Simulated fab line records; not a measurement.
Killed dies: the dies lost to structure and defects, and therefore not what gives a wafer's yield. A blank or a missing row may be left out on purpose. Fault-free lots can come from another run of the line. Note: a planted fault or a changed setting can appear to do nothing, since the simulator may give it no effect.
Comparing a struck lot with a sound one | flow n5 finfet | 15 steps out of a route of 1938
Sound: the wafers L828.1, L828.3, L828.6. Struck: wafer L832.5. (L832.1, L832.3 of the same lot were not struck and are left out.) The cause comes at the end.
Order at every step that has rows: each side's tool, ch and its chambers, its first start. Under that, the readings that differ: sound wafers | struck wafers | difference of the means | sigmas: that difference in standard deviations of wafers without a fault.
alike: readings with means less than 2 such deviations apart, plus words and numbers identical on both sides. not compared: withheld readings, readings lacking a value on some wafer, bounds such as >300 that could conceal the same value, and numbers that have no deviation in the record and whose values overlap.
Wherever a step has rows on one side only, a row that says differs or no value, or a row with sigmas, the two part there. Numbers that have no deviation but don't overlap get no sigmas and don't part them. A reading missing from all wafers of one side parts the sides only when that side holds two or more wafers.

N5_HKMG_FIN_ETCHBACK_68: etches the open film in Cl2/Ar, stops on HfO2, target depth 0.5 nm.
  sound on rie metal-02 ch 0,1, day 7 13:56; struck on rie metal-01 ch 1, day 8 11:47
  reading                | sound             | struck | difference | sigmas
  throttle valve pct (%) | 20.82 21.22 21.22 | 20.47  | -0.62      | -2
  alike: drypump motor current A, oes product au
  not compared: rf hours counter h
then, 1 step without rows for these wafers: N5_HKMG_FIN_STRIP_69 (strips in N2/H2, time 360 s).
N5_HKMG_FIN_ALD_21: deposits TiN, target thk 1.5 nm, pulse time 1 s, purge time 3 s.
  sound on ald metal-04 ch 1,2,3, day 7 14:28; struck on ald metal-04 ch 0, day 8 12:36
  alike: heater power w, precursor pulse height rel
N5_HKMG_FIN_ALD_72: deposits W, target thk 2 nm, pulse time 1 s, purge time 2 s.
  sound on cvd w-02 ch 0,1, day 7 14:50; struck on cvd w-02 ch 1, day 8 12:58
  alike: heater power w, precursor pulse height rel
then, 3 steps without rows for these wafers: N5_HKMG_FIN_W_FILL_22 (material W, target thk 60 nm, time 18.2 s); N5_HKMG_FIN_PRECLEAN_83 (cleans in DIW, time 57.5 s); N5_HKMG_FIN_SRD_84 (dry time 32 s).
N5_HKMG_FIN_CMP_23: polishes, stops on SiNx, t overpolish 10 s, target thk 46.326 nm.
  sound on cmp-01 ch 0,1,2, day 7 15:05; struck on cmp-04 ch 1, day 8 13:13
  alike: edge zone pressure frac, motor current A, overpolish run s, retaining ring pressure frac, slurry flow ml min, time to endpoint s
  not compared: pad life wafers
then, 1 step without rows for these wafers: N5_HKMG_FIN_CMP_94 (polishes, stops on SiNx, t overpolish 4.7 s, target thk 43.299 nm).
N5_HKMG_FIN_INSPECT_28: inspects for defects (darkfield).
  sound: defect inspect-01 at day 7 15:43; struck: defect inspect-01 at day 8 13:50
  alike: raw defect count
then, 1 step without rows for these wafers: N5_GATE_CUT_ETCHBACK_00 (etches W in SF6/Cl2).
N5_GATE_CUT_ETCH_56: etches TiN in Cl2/Ar, target depth 21.6 nm.
  sound on rie metal-03 ch 0,1, day 7 15:52; struck on rie metal-02 ch 0, day 8 14:00
  reading                  | sound             | struck | difference | sigmas
  model.etch.depth nm (nm) | 21.75 21.47 21.87 | 32.8   | +11.1      |
  alike: drypump motor current A, oes product au, throttle valve pct
  not compared: rf hours counter h
N5_GATE_CUT_ETCHBACK_30: etches TiN in Cl2/Ar, target depth 3 nm.
  sound on rie metal-03 ch 0,1, day 7 15:57; struck on rie metal-02 ch 0, day 8 14:05
  alike: drypump motor current A, oes product au, throttle valve pct
  not compared: rf hours counter h
-- record jumps: 4 days separate the struck wafers' starts on either side; left off in module GATE_CUT, taken up again in module BEOL_M4, whose first shown step is the route's number 1111 --
N5_BEOL_M4_RC_MEAS_101:
  sound on prober-01 ch 0, day 11 19:15; struck on prober-01 ch 0, day 12 16:10
  alike: DIBL_N, DIBL_P, IOFF_N, IOFF_P, ION_N, ION_P, SS_N, SS_P, VT_N, VT_P
next, for these wafers, 1 step has no rows: N5_PASSIVATION_PROBE_49.

WHERE THEY PART
Only at N5_HKMG_FIN_ETCHBACK_68, within this record. Later steps at which nothing parts them and some readings are alike: N5_HKMG_FIN_ALD_21, N5_HKMG_FIN_ALD_72, N5_HKMG_FIN_CMP_23, N5_HKMG_FIN_INSPECT_28, N5_GATE_CUT_ETCH_56, N5_GATE_CUT_ETCHBACK_30, N5_BEOL_M4_RC_MEAS_101.

WHY: whatever the simulator had introduced
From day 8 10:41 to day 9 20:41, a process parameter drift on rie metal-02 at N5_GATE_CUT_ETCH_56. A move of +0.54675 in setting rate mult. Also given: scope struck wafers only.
